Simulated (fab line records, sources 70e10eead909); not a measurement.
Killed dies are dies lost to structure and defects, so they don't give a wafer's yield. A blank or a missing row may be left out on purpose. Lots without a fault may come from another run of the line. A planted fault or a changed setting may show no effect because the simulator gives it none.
Chamber matching | flow nand_harc | NHARC_A_STAIRCASE_DEP_322 on pecvd-02: 3 sister chambers
The step deposits SiO2, target thk 7200 nm. 6 wafers are shown with their chamber, then 9 later ones without.

WAFERS WITH THEIR CHAMBER
wafer  | chamber | heater_power_w (W) | rf_fwd_power_W (W)
L083.5 | 1       | 546                | 501.7
L084.4 | 2       | 623                | 498.9
L084.6 | 1       | 532                | 499.6
L086.1 | 2       | 707                | 500.8
L086.2 | 0       | 569                | 499.3
L086.6 | 0       | 539                | 498.0

WAFERS WITHOUT THEIR CHAMBER
wafer  | heater_power_w (W) | rf_fwd_power_W (W)
L088.1 | 654                | 500.1
L088.2 | 758                | 497.1
L088.3 | 660                | 497.0
L094.2 | 646                | 500.3
L094.4 | 577                | 499.3
L094.6 | 620                | 500.0
L097.1 | 663                | 503.3
L097.2 | 653                | 499.4
L097.3 | 661                | 498.7

WHICH CHAMBER EACH WENT THROUGH
wafer  | from the rows above          | in truth
L088.1 | 2                            | 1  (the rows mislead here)
L088.2 | 2                            | 2
L088.3 | can't be placed: 2 or 0      | 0
L094.2 | 2                            | 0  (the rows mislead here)
L094.4 | can't be placed: 0 or 1 or 2 | 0
L094.6 | can't be placed: 2 or 0 or 1 | 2
L097.1 | can't be placed: 2 or 1 or 0 | 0
L097.2 | 2                            | 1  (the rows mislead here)
L097.3 | can't be placed: 2 or 0      | 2
Placed correctly: 1 of 9. Can't be placed from these rows: 5 (the true chamber is among the candidates in 5). Placed wrongly: 3.
How it was worked out, from the rows above alone: a wafer's distance from a chamber is the root of the sum, over the readings, of the square of ((its reading less the chamber's mean) divided by the reading's scatter). The wafer belongs to the nearest chamber; if the next one is less than 2 further off, it can't be placed. A chamber's mean is the mean of its shown wafers. The scatter: the root of (the sum of the squares of (reading less its chamber's mean) over the shown wafers, divided by (wafers less chambers)).
